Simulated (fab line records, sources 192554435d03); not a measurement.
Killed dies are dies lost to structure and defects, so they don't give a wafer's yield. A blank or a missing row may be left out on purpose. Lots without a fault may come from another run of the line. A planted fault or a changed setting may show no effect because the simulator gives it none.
Chamber matching | flow n5_finfet | N5_HKMG_FIN_CMP_23 on cmp-01: 4 sister chambers
The step polishes, stops on SiNx, t overpolish 10 s, target thk 46.326 nm. 8 wafers are shown with their chamber, then 7 later ones without.

WAFERS WITH THEIR CHAMBER
wafer  | chamber | motor_current_A (A) | time_to_endpoint_s (s)
L078.6 | 2       | 12.9                | 8.6
L082.3 | 1       | 11.2                | 14.3
L083.6 | 2       | 12.4                | 12.4
L084.2 | 0       | 10.9                | 14.1
L084.3 | 3       | 12.2                | 14.4
L084.6 | 1       | 11.4                | 15.9
L089.1 | 0       | 10.6                | 11.6
L089.2 | 3       | 11.3                | 12.6

WAFERS WITHOUT THEIR CHAMBER
wafer  | motor_current_A (A) | time_to_endpoint_s (s)
L089.6 | 12.2                | 9.6
L091.2 | 11.6                | 16.6
L091.3 | 11.1                | 11.7
L091.6 | 11.0                | 13.0
L096.2 | 11.4                | 14.8
L096.5 | 11.3                | 14.6
L096.6 | 11.9                | 10.1

WHICH CHAMBER EACH WENT THROUGH
wafer  | from the rows above               | in truth
L089.6 | can't be placed: 2 or 3           | 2
L091.2 | can't be placed: 1 or 3 or 0      | 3
L091.3 | can't be placed: 0 or 1 or 3      | 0
L091.6 | can't be placed: 0 or 1 or 3      | 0
L096.2 | can't be placed: 1 or 3 or 0      | 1
L096.5 | can't be placed: 1 or 3 or 0      | 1
L096.6 | can't be placed: 3 or 2 or 1 or 0 | 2
Placed correctly: 0 of 7. Can't be placed from these rows: 7 (the true chamber is among the candidates in 7). Placed wrongly: 0.
How it was worked out, from the rows above alone: a wafer's distance from a chamber is the root of the sum, over the readings, of the square of ((its reading less the chamber's mean) divided by the reading's scatter). The wafer belongs to the nearest chamber; if the next one is less than 2 further off, it can't be placed. A chamber's mean is the mean of its shown wafers. The scatter: the root of (the sum of the squares of (reading less its chamber's mean) over the shown wafers, divided by (wafers less chambers)).
